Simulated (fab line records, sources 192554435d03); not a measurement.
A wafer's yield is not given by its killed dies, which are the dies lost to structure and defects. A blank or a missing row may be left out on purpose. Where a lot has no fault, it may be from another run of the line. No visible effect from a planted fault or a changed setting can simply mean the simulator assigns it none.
Split-lot trial    flow n5_finfet    route with 1938 steps; 7 lots, 39 wafers read

THE SPLIT ITSELF
At N5_BEOL_M11_DEP_56 (deposits SiCN from 3MS/NH3, target thk 30 nm, time 10.5 s), the setting target_thk_a was moved away from the recipe's 300 angstrom on 12 of the 39 wafers read, by -54.0% to +49.4%. The other wafers ran this setting at the recipe's value.

The reading comes from the split's own step.

THE READING
SiCN_of_BEOL_M11_DEP_56.thk_nm (the simulator's own value, which no gauge read), in nm, at N5_BEOL_M11_DEP_56 (deposits SiCN from 3MS/NH3, target thk 30 nm, time 10.5 s). The file does not state a usual value for it. The 27 wafers here that ran the recipe average 30.1 nm, standard deviation 0.37 nm.

wafer   tool, chamber at the split  target_thk_a as run, angstrom  against the recipe  SiCN_of_BEOL_M11_DEP_56.thk_nm, nm  against lot-mates on the recipe
L075.1  pecvd-03, 1                 300                            recipe              29                                  -
L075.2  pecvd-03, 0                 300                            recipe              29.8                                -
L075.3  pecvd-03, 2,1               300                            recipe              30                                  -
L075.6  pecvd-03, 2,1               300                            recipe              30                                  -
L075.4  pecvd-03, 2                 300                            recipe              30.2                                -
L075.5  pecvd-03, 0                 300                            recipe              30.4                                -
L074.1  pecvd-03, 2,1,1             300                            recipe              29.8                                -
L074.3  pecvd-03, 2,1,1             300                            recipe              29.8                                -
L074.4  pecvd-03, 2,1,1             300                            recipe              29.8                                -
L074.2  pecvd-03, 0                 300                            recipe              30                                  -
L074.5  pecvd-03, 2                 300                            recipe              30.4                                -
L074.6  pecvd-03, 0                 300                            recipe              30.8                                -
L082.2  pecvd-02, 2                 300                            recipe              29.6                                -
L082.3  pecvd-02, 1                 300                            recipe              29.8                                -
L082.6  pecvd-02, 0                 300                            recipe              30.2                                -
L088.1  pecvd-03, 2                 300                            recipe              29.8                                -
L088.2  pecvd-03, 1                 138                            -54.0%              14                                  -16.3
L088.3  pecvd-03, 0                 300                            recipe              30.4                                -
L088.4  pecvd-03, 1                 300                            recipe              30.6                                -
L088.5  pecvd-03, 2                 138                            -54.0%              14.2                                -16.1
L088.6  pecvd-03, 0                 138                            -54.0%              14.6                                -15.7
L089.1  pecvd-01, 1                 300                            recipe              30                                  -
L089.2  pecvd-01, 0,1               354                            +18.0%              35.4                                +5.2
L089.5  pecvd-01, 0,1               354                            +18.0%              35.4                                +5.2
L089.3  pecvd-01, 2                 300                            recipe              30.2                                -
L089.4  pecvd-01, 0                 300                            recipe              30.4                                -
L089.6  pecvd-01, 2                 354                            +18.0%              36                                  +5.8
L096.1  pecvd-01, 2                 448.1                          +49.4%              44.6                                +14.3
L096.2  pecvd-01, 1                 300                            recipe              30.4                                -
L096.3  pecvd-01, 0                 300                            recipe              29.8                                -
L096.4  pecvd-01, 2                 448.1                          +49.4%              45.2                                +14.9
L096.5  pecvd-01, 0                 300                            recipe              30.6                                -
L096.6  pecvd-01, 1                 448.1                          +49.4%              45.8                                +15.5
L094.1  pecvd-01, 1                 173.1                          -42.3%              17.4                                -12.7
L094.2  pecvd-01, 2                 173.1                          -42.3%              16.8                                -13.3
L094.3  pecvd-01, 0                 300                            recipe              29.8                                -
L094.4  pecvd-01, 1,2               300                            recipe              30.2                                -
L094.5  pecvd-01, 1,2               300                            recipe              30.2                                -
L094.6  pecvd-01, 0                 173.1                          -42.3%              17.6                                -12.5
Where a row lists several chambers, the file gives one row for several wafers and doesn't say which wafer went through which chamber.

FIT RESULTS
A straight line over all 39 wafers: SiCN_of_BEOL_M11_DEP_56.thk_nm changes by +0.3 nm for each +1% of target_thk_a; r = +1.00; the points scatter about the line by 0.4 nm.
The same after taking each lot's own level away (the mean of its wafers on the recipe; 39 wafers): +0.3 nm for each +1%; r = +1.00; scatter 0.36 nm.
On that fit, the largest move of target_thk_a shifts the reading by 16 nm.
The span of the lots' own levels, 29.87 to 30.27 nm, comes to 1.1 times the standard deviation stated above.
The two slopes agree, so the slope changes little with the lot-to-lot level.
Check: -16.2 nm against its lot-mates is what the line predicts for one of the wafers moved furthest among these (-54.0%) when that wafer is left out of the fit. It came out at -16.3 nm against them.

FURTHER SPLITS ON THESE WAFERS
Note: prior to the reading, these wafers also went through further splits. Each is held against what the fit with the lots' levels taken away leaves over:
other split on the same wafers            wafers away from the commonest value  r with SiCN_of_BEOL_M11_DEP_56.thk_nm (lot level and that fit taken away)
N5_BEOL_M8_TRENCH_ETCH_37 target_depth_a  12                                    +0.12

FILE'S OWN FIT
SiCN_of_BEOL_M11_DEP_56.thk_nm changes by +0.3 nm for each +1% of target_thk_a, r = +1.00.
